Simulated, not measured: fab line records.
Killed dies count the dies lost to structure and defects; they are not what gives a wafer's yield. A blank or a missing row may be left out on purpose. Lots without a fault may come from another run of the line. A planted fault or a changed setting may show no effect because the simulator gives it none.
One fault through the eyes of 3 desks || flow n5-finfet || numbers are kept per desk, each desk with only its own; the story behind them comes last

== FROM THE METROLOGY DESK ==
What the gauges read for every lot (on any tool): the sampled wafers with a number, averaged. Marked OUT: a lot whose mean sits more than 4 standard deviations from the usual mean, which makes it out of limits; the brackets give that distance. Shown here are 7 of its 11 readings, the ones lying furthest out on some lot.
Columns: A = cd-nm at N5_MOL_CONTACT_COAG_CD_MEAS_08, usual 28.0 nm; B = DIBL_P at N5_BEOL_M4_RC_MEAS_101, usual 36.3 mV/V; C = IOFF_N at N5_BEOL_M4_RC_MEAS_101, usual 0.16 nA/um; D = IOFF_P at N5_BEOL_M4_RC_MEAS_101, usual 0.21 nA/um; E = ION_N at N5_BEOL_M4_RC_MEAS_101, usual 678 uA/um; F = SS_P at N5_BEOL_M4_RC_MEAS_101, usual 73.3 mV/dec; G = VT_N at N5_BEOL_M4_RC_MEAS_101, usual 249 mV
{"lot": "L286", "first seen here": "day 5 09:05", "A": 28.4, "B": 32.2, "C": 0.11, "D": 0.17, "E": 656, "F": 72.3, "G": 255}
{"lot": "L288", "first seen here": "day 5 21:28", "A": 28.4, "B": 37.4, "C": 0.16, "D": 0.21, "E": 679, "F": 73.2, "G": 252}
{"lot": "L289", "first seen here": "day 6 04:16", "A": 28.5, "B": 37.0, "C": 0.16, "D": 0.21, "E": 681, "F": 73.4, "G": 249}
{"lot": "L290", "first seen here": "day 6 10:44", "A": 27.8, "B": 34.3, "C": 0.13, "D": 0.19, "E": 664, "F": 72.7, "G": 252}
{"lot": "L291", "first seen here": "day 6 19:11", "A": 27.8, "B": 38.7, "C": 0.17, "D": 0.19, "E": 673, "F": 73.0, "G": 251}
{"lot": "L293", "first seen here": "day 7 04:29", "A": 28.6, "B": 35.1, "C": 0.15, "D": 0.21, "E": 682, "F": 73.5, "G": 247}
{"lot": "L300", "first seen here": "day 8 23:53", "A": 28.2, "B": 35.7, "C": 0.15, "D": 0.20, "E": 664, "F": 72.5, "G": 252}
{"lot": "L302", "first seen here": "day 9 12:35", "A": 27.6, "B": 35.2, "C": 0.14, "D": 0.20, "E": 675, "F": 72.5, "G": 250}
{"lot": "L303", "first seen here": "day 9 14:02", "A": 27.8, "B": 34.1, "C": 0.14, "D": 0.20, "E": 677, "F": 73.2, "G": 251}
{"lot": "L305", "first seen here": "day 10 08:13", "A": 27.7, "B": 39.0, "C": 0.21, "D": 0.27, "E": 693, "F": 74.2, "G": 244}
{"lot": "L306", "first seen here": "day 10 11:05", "A": 27.9, "B": 35.8, "C": 0.15, "D": 0.21, "E": 674, "F": 73.7, "G": 251}
This desk's finding: nothing out of limits on any of the 11 lots.

== THE DEFECT DESK ==
Inspection counts along the route, by lot: the mean over sampled wafers that carry a number. Marked OUT: a lot whose mean sits more than 4 standard deviations from the usual mean, which makes it out of limits; the brackets give that distance.
Columns: A = raw-defect-count at N5_HKMG_FIN_INSPECT_28, usual 42
{"lot": "L286", "first seen here": "day 5 01:43", "A": 34}
{"lot": "L288", "first seen here": "day 5 13:37", "A": 63}
{"lot": "L289", "first seen here": "day 5 20:38", "A": 44}
{"lot": "L290", "first seen here": "day 6 02:32", "A": 48}
{"lot": "L291", "first seen here": "day 6 11:20", "A": 47}
{"lot": "L293", "first seen here": "day 6 20:47", "A": 28}
{"lot": "L300", "first seen here": "day 8 13:46", "A": 36}
{"lot": "L302", "first seen here": "day 9 04:29", "A": 45}
{"lot": "L303", "first seen here": "day 9 06:19", "A": 40}
{"lot": "L305", "first seen here": "day 9 23:58", "A": 23}
{"lot": "L306", "first seen here": "day 10 03:43", "A": 44}
This desk's finding: nothing out of limits on any of the 11 lots.

== THE TOOL OWNER'S DESK: cmp-01 ==
The tool's own readings at N5_GATE_CUT_CMP_23 (polishes, stops on SiO2, t overpolish 23.4 s, target thk 16 nm): means of the sampled wafers that have a number, for each lot that ran on this tool. Marked OUT: a lot whose mean sits more than 4 standard deviations from the usual mean, which makes it out of limits; the brackets give that distance.
Columns: A = motor-current-A at N5_GATE_CUT_CMP_23, usual 8.7 A; B = overpolish-run-s at N5_GATE_CUT_CMP_23, usual 23.400 s; C = platen-rpm at N5_GATE_CUT_CMP_23, usual 51.80 rpm; D = time-to-endpoint-s at N5_GATE_CUT_CMP_23, usual 20 s
{"lot": "L286", "first seen here": "day 5 07:49", "A": 9.3, "B": 23.407, "C": 51.77, "D": 19}
{"lot": "L288", "first seen here": "day 5 20:13", "A": 8.2, "B": 23.404, "C": 51.81, "D": 21}
{"lot": "L289", "first seen here": "day 6 02:56", "A": 9.0, "B": 23.399, "C": 51.81, "D": 23}
{"lot": "L291", "first seen here": "day 6 17:55", "A": 8.6, "B": 23.403, "C": "53.86 (+49) OUT", "D": 16}
{"lot": "L293", "first seen here": "day 7 03:02", "A": 8.7, "B": 23.407, "C": "53.86 (+49) OUT", "D": 18}
{"lot": "L303", "first seen here": "day 9 12:39", "A": 9.2, "B": 23.409, "C": 51.80, "D": 17}
This desk's verdict: out of limits on L291, L293, starting with L291 at day 6 17:55 (platen-rpm at N5_GATE_CUT_CMP_23). L286, L288, L289, L303 stayed within limits.

== BROUGHT TOGETHER ==
An alarm could have come from the tool owner's desk at day 6 17:55, on L291, L293.
At the metrology desk, nothing out of limits was observed.
Nothing out of limits was seen by the defect desk.
The metrology desk holds a record of L291, L293, inside its limits.
The defect desk has L291, L293 on record, within its limits.
Of the lots named, all ran N5_GATE_CUT_CMP_23 on cmp-01.

== WHAT THE SIMULATOR PUT IN ==
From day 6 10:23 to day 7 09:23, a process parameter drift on cmp-01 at N5_GATE_CUT_CMP_23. From 51.8, the setting platen-rpm moved by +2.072. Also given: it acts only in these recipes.
Struck lots among those shown: L291, L293.
Delay in hours, fault start to first out-of-limits reading, by desk: the tool owner's desk at 8.
